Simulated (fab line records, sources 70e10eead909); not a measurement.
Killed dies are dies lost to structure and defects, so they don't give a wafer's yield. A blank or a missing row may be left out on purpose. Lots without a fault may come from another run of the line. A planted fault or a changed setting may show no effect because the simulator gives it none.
fab line records | flow nand_harc
record lots=5 wafers=15 last_day=25
route steps=1159 shown P_GATE@185 END@1159
lots that met no fault: from a run of the same line without faults
start_h: hours from the record's first day to the start of the lot's first wafer shown | wait_h: hours since the lot's step before | " the same as in the row above | L1.1+2: a row that stands for several wafers | - no value, or no start given | * or withheld: withheld | < > ~ a bound
route shown NAME@n: a module of which the file shows steps, and the number in the route of the first | usual: mean/standard deviation of fault-free wafers | same: alike in all rows | chamber/n: place in a boat | sites: the reading at each site | _std_site: their standard deviation | _edge_site: outer sites' mean less inner sites' | radius_mm: how far each site lies from the wafer's centre | mask NAME#n: copy n | behind: the tool/chamber that last shaped the wafer | hold: why the lot was held/for how many hours/how that ended | device: the transistor (n, p or np) that didn't switch | end of line: the same wafers' tests at the end of the route | a step without rows: its recipe alone | killed: dies lost to structure and defects at the first sort, not the wafer's yield | map: a wafer's dies, x killed, . not, _ none there
set.NAME: the setting as run; set.NAME@STEP: as run at that earlier step | model.NAME: the simulator's own value behind a step, which no gauge read
lots at some steps of the route; a table a step, a row a wafer
services: from which hour (start_h, from the record's first day; less than 0 if before it) a tool's chamber was out of use, for how many hours, and why
## steps
# step NHARC_P_GATE_CD_MEAS_59
# recipe target_cd_nm=720 landing_energy_ev=500
# usual cd_nm=719.1/2.9
# columns lot.wafer tool chamber start_h wait_h cd_nm
L902.2 cd_sem-02 0 128.12 - 721.2
L902.4 " 0 " " 722.9
L902.6 " 0 " " 717.4
L906.2 cd_sem-02 0 152.66 - 714.5
L906.3 " 0 " " 716.9
L906.6 " 0 " " 717.8
L912.1 cd_sem-01 0 189.15 - 717.7
L912.3 " 0 " " 723.6
L912.6 " 0 " " 727.4
L915.1 cd_sem-02 0 203.20 - 718.9
L915.2 " 0 " " 718.6
L915.3 " 0 " " 717.5
L920.3 cd_sem-02 0 243.65 - 716.9
L920.5 " 0 " " 717.9
L920.6 " 0 " " 719.8
# step NHARC_P_GATE_HARDBAKE_60
# recipe temp_c=125 time_s=80
# step NHARC_P_GATE_DESCUM_61
# recipe time_s=3 o2_flow_sccm=200 ar_flow_sccm=0 bias_power_w=0 chemistry=O2
# usual chamber_pressure_mTorr=60.00/0.052 drypump_motor_current_A=5.9/0.63 oes_product_au=1.000/0.012 rf_vpp_V=57.8/0.88 showerhead_plenum_p_Torr=1.92/0.083 throttle_valve_pct=11.311/0.01
# columns lot.wafer tool chamber start_h wait_h chamber_pressure_mTorr drypump_motor_current_A oes_product_au rf_hours_counter_h rf_vpp_V showerhead_plenum_p_Torr throttle_valve_pct
L902.2 rie_diel-11 3 128.29 - 59.94 6.3 1.021 21 56.6 1.88 11.319
L902.4 " 0 " " 60.00 6.0 0.987 21 58.6 2.04 11.309
L902.6 " 2 " " 59.94 4.8 0.971 - 57.7 1.87 11.301
L906.3 rie_diel-11 2 152.83 - 59.91 4.8 0.986 22 58.1 1.86 11.300
L906.2 " 3 " " 59.99 6.3 1.008 24 56.7 1.88 11.302
L906.6 " 2 " " 60.04 4.8 1.001 - 58.0 1.86 11.300
L912.3 rie_diel-11 1 189.32 - 60.01 6.6 1.001 30 59.0 1.93 11.281
L912.1 " 3 " " 59.94 6.3 1.009 30 56.9 1.88 11.319
L912.6 " 1 " " 59.93 6.6 1.004 - 58.4 1.93 11.311
L915.3 rie_diel-13 2 203.37 - 60.06 6.4 1.004 36 57.3 1.79 11.295
L915.1 " 3 " " 60.04 6.3 1.016 38 58.7 2.01 11.312
L915.2 " 0 " " 59.95 5.5 1.037 35 58.6 2.06 11.305
L920.3 rie_diel-11 2 243.84 - 60.07 4.8 1.009 7 56.5 1.86 11.325
L920.5 " 3 " " 59.96 6.3 1.007 - 58.1 1.87 11.317
L920.6 " 0 " " 59.98 5.9 1.004 - 59.0 2.03 11.305
# step NHARC_P_GATE_IMPLANT_62
# recipe energy_kev=20 dose_cm2=3e+15 tilt_deg=7
# step NHARC_P_GATE_STRIP_112
# recipe power_w=1500 temp_c=110 time_s=200 chemistry=N2/H2
# usual drypump_motor_current_A=5.6/0.35 heater_power_w=97/9.9
# columns lot.wafer tool chamber start_h wait_h drypump_motor_current_A heater_power_w rf_hours_counter_h
L902.2 plasma_asher-02 1 128.70 0.2 5.9 86 38
L902.4 " 1 " " 5.9 88 -
L902.6 " 1 " " 5.9 88 -
L906.2 plasma_asher-01 1 153.22 0.2 5.4 94 14
L906.3 " 0 " " 5.0 112 -
L906.6 " 1 " " 5.4 96 -
L912.1 plasma_asher-01 1 189.67 0.2 5.4 94 27
L912.3 " 0 " " 5.0 112 -
L912.6 " 1 " " 5.3 96 -
L915.1 plasma_asher-02 1 203.73 0.2 5.9 87 4
L915.2 " 0 " " 5.8 95 4
L915.3 " 0 " " 5.8 97 -
L920.3 plasma_asher-01 0 244.26 0.2 5.0 113 -
L920.6 " 0 " " 5.0 114 -
L920.5 " 1 " " 5.4 91 -
# step NHARC_P_GATE_STRIP_76
# recipe power_w=1500 temp_c=250 chemistry=O2
# usual drypump_motor_current_A=5.6/0.35 heater_power_w=362/37
# columns lot.wafer tool chamber start_h wait_h drypump_motor_current_A heater_power_w rf_hours_counter_h
L902.2 plasma_asher-02 1 128.93 0.2 5.9 319 38
L902.4 " 1 " " 5.9 318 -
L902.6 " 1 " " 5.9 325 -
L906.2 plasma_asher-01 1 153.45 0.2 5.4 357 14
L906.3 " 0 " " 5.0 417 -
L906.6 " 1 " " 5.4 367 -
L912.1 plasma_asher-01 1 189.94 0.2 5.4 364 27
L912.3 " 0 " " 5.0 418 -
L912.6 " 1 " " 5.4 366 -
L915.1 plasma_asher-02 1 204.00 0.2 5.9 312 4
L915.2 " 0 " " 5.8 360 4
L915.3 " 0 " " 5.8 353 -
L920.3 plasma_asher-01 0 244.46 0.2 5.1 414 -
L920.6 " 0 " " 5.0 420 -
L920.5 " 1 " " 5.4 355 -
# step NHARC_P_GATE_STRIP_63
# recipe time_s=900 temp_c=130 chemistry=SPM
# step NHARC_P_GATE_DEHYDRATE_83
# recipe temp_c=150 time_s=120
# step NHARC_P_GATE_HMDS_84
# recipe time_s=30
# step NHARC_P_GATE_COAT_85
# recipe spin_rpm=3000
# step NHARC_P_GATE_SOFTBAKE_86
# recipe temp_c=122 time_s=95
# step NHARC_P_GATE_EBR_87
# step NHARC_P_GATE_EXPOSE_88
# recipe na=0.6 target_cd_nm=2000 dose_mj=11.87 mask_id=P_HVN
# columns lot.wafer tool chamber start_h wait_h mask
L902.2+4+6 krf_scanner-02 0 129.69 - P_HVN#0
L906.2+3+6 krf_scanner-03 0 154.21 - P_HVN#0
L912.1+3+6 krf_scanner-03 0 190.70 - P_HVN_R1#0
L915.1+2+3 krf_scanner-03 0 204.76 - P_HVN#0
L920.3+5+6 krf_scanner-02 0 245.21 - P_HVN#0
# step NHARC_P_GATE_PEB_89
# recipe peb_temp_c=118 peb_time_s=85
# step NHARC_P_GATE_DEVELOP_90
# recipe time_s=70
# step NHARC_P_GATE_CD_MEAS_91
# recipe target_cd_nm=2000 landing_energy_ev=500
# usual cd_nm=2000.4/2.6
# columns lot.wafer tool chamber start_h wait_h cd_nm
L902.2 cd_sem-01 0 129.84 - 1995.9
L902.4 " 0 " " 1995.1
L902.6 " 0 " " 1996.9
L906.2 cd_sem-01 0 154.36 - 2004.7
L906.3 " 0 " " 1998.4
L906.6 " 0 " " 2005.0
L912.1 cd_sem-02 0 190.86 - 1978.6
L912.3 " 0 " " 1977.1
L912.6 " 0 " " 1976.8
L915.1 cd_sem-02 0 204.91 - 2000.7
L915.2 " 0 " " 2001.2
L915.3 " 0 " " 1999.3
L920.3 cd_sem-01 0 245.36 - 2000.0
L920.5 " 0 " " 2001.2
L920.6 " 0 " " 2001.1
# step NHARC_P_GATE_HARDBAKE_92
# recipe temp_c=125 time_s=80
# step NHARC_P_GATE_DESCUM_93
# recipe time_s=3 o2_flow_sccm=200 ar_flow_sccm=0 bias_power_w=0 chemistry=O2
# usual chamber_pressure_mTorr=60.00/0.058 drypump_motor_current_A=5.9/0.62 oes_product_au=1.000/0.015 rf_vpp_V=57.8/0.9 showerhead_plenum_p_Torr=1.92/0.09 throttle_valve_pct=11.311/0.01
# columns lot.wafer tool chamber start_h wait_h chamber_pressure_mTorr drypump_motor_current_A oes_product_au rf_hours_counter_h rf_vpp_V showerhead_plenum_p_Torr throttle_valve_pct model.P_GATE.cd_nm
L902.4 rie_diel-11 0 130.00 - 60.01 6.0 1.002 21 59.3 2.04 11.318 1995
L902.2 " 3 " " 59.99 6.3 1.030 21 57.6 1.88 11.304 1996
L902.6 " 0 " " 60.04 5.9 1.003 - 58.8 2.04 11.305 1996
L906.3 rie_diel-11 2 154.53 - 59.98 4.8 0.990 23 58.2 1.86 11.308 2000
L906.2 " 0 " " 59.88 5.9 0.999 24 58.2 2.04 11.312 2004
L906.6 " 1 " " 60.06 6.6 0.986 - 57.9 1.94 11.324 2006
L912.1 rie_diel-13 2 191.03 - 60.03 6.4 1.007 31 57.0 1.79 11.309 1979
L912.3 " 0 " " 60.05 5.5 1.041 30 57.7 2.07 11.296 1977
L912.6 " 2 " " 59.92 6.4 1.002 - 56.3 1.79 11.293 1977
L915.1 rie_diel-13 2 205.25 - 59.99 6.4 1.014 37 57.3 1.79 11.304 2001
L915.2 " 3 " " 60.01 6.3 1.018 39 58.9 2.01 11.319 2000
L915.3 " 0 " " 59.94 5.5 1.032 36 58.9 2.06 11.301 1999
L920.3 rie_diel-12 1 245.53 - 60.04 6.0 1.012 10 59.1 1.85 11.309 2002
L920.6 " 0 " " 59.95 5.2 0.994 - 57.8 2.07 11.297 2001
L920.5 " 1 " " 59.89 6.0 1.017 - 57.7 1.85 11.312 2002
# step NHARC_P_GATE_IMPLANT_94
# recipe energy_kev=60 dose_cm2=2e+15 tilt_deg=7
# step NHARC_END_SORT_01
# recipe temp_c=25
# usual killed_at_array=26/9.7 killed_at_other=1.0/1.2 killed_at_periphery=3.9/2.6 killed_dies=31/9.7 killed_open=3.2/1.8 killed_short=2.0/1.3
# same gross_dies=677
# columns lot.wafer tool chamber start_h wait_h killed_at_array killed_at_other killed_at_periphery killed_dies killed_open killed_short
L912.1 prober-02 0 515.36 2.5 27 0 1 28 3 1
L912.3 prober-02 0 516.93 3.1 30 0 3 33 4 1
L912.6 prober-02 0 519.30 3.9 31 0 1 32 6 3
# killed by level:class
L912.1 A_CHANNEL_HOLE_D1:chamber_film_flake=15 A_CONTACT:chamber_film_flake=5 A_STAIRCASE:chamber_film_flake=2 A_ONON_D1:geometric_particle:short=1 A_ONON_D1:geometric_particle:open=1 A_CHANNEL_FILL_D1:geometric_particle:open=1 A_CONTACT:geometric_particle:open=1 P_GATE:chamber_film_flake=1
L912.3 A_CHANNEL_HOLE_D1:chamber_film_flake=19 A_CONTACT:chamber_film_flake=3 P_ZERO_WELL:chamber_film_flake=2 A_STAIRCASE:chamber_film_flake=2 P_GATE:geometric_particle:open=1 A_CHANNEL_HOLE_D1:geometric_particle:open=1 A_SGD_CUT:geometric_particle:short=1 A_CONTACT:geometric_particle:open=1
L912.6 A_CHANNEL_HOLE_D1:chamber_film_flake=18 A_CONTACT:chamber_film_flake=3 A_CHANNEL_FILL_D1:geometric_particle:open=2 A_WL_FILL:geometric_particle:open=2 A_SOURCE_PLATE:geometric_particle:short=1 A_ONON_D1:geometric_particle:open=1 A_CHANNEL_HOLE_D1:geometric_particle:short=1 A_SLIT:geometric_particle:short=1
## services
# columns tool chamber start_h hours kind
plasma_asher-01 0 108.00 - clean
plasma_asher-01 1 108.00 - clean
plasma_asher-02 - 108.69 0.9 repair
rie_diel-11 2 116.83 9.9 repair
rie_diel-11 0 119.74 - clean
rie_diel-11 1 119.74 - clean
rie_diel-11 3 119.74 - clean
rie_diel-11 0 144.24 - clean
rie_diel-11 1 144.24 - clean
rie_diel-11 2 144.24 - clean
rie_diel-11 3 144.24 - clean
krf_scanner-02 - 156.55 18.2 repair
rie_diel-11 - 156.69 1.7 repair
krf_scanner-03 - 168.00 4.0 pm
rie_diel-11 0 168.74 - clean
plasma_asher-02 - 183.00 9.0 pm
rie_diel-11 - 189.64 9.0 pm
plasma_asher-01 - 194.31 3.2 repair
rie_diel-12 - 202.46 9.0 pm
krf_scanner-03 - 204.22 0.2 repair
rie_diel-13 1 204.53 1.6 repair
krf_scanner-02 - 210.00 4.0 pm
rie_diel-12 1 217.61 2.5 repair
plasma_asher-01 - 229.70 1.4 repair
## key
first_sign step=NHARC_P_GATE_EXPOSE_88 reading=mask direction=changed
effect step=NHARC_P_GATE_CD_MEAS_91 reading=cd_nm direction=down sigmas=8.8 usual=2000.4 struck=1977.5
model_effect step=NHARC_P_GATE_DESCUM_93 value=P_GATE.cd_nm without=2000 struck=1978
met_at NHARC_P_GATE_EXPOSE_88
struck_wafers L912.1,L912.3,L912.6
tester_left_out L912
onset_between 154.21 190.70
fault kind=wrong_mask tool=any chamber=- onset_h=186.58 steps=NHARC_P_GATE_EXPOSE_88 aux_copy=P_HVN_R1#0 cd_offset_nm=-22.149 scope=struck_lots_only
# tester_left_out: of these lots the tester's yield and bins aren't shown, on N5 and GAA mostly nor the transistor test; their killed dies are dies lost to structure and defects alone, not to doping, threshold or leakage, so they don't give the yield
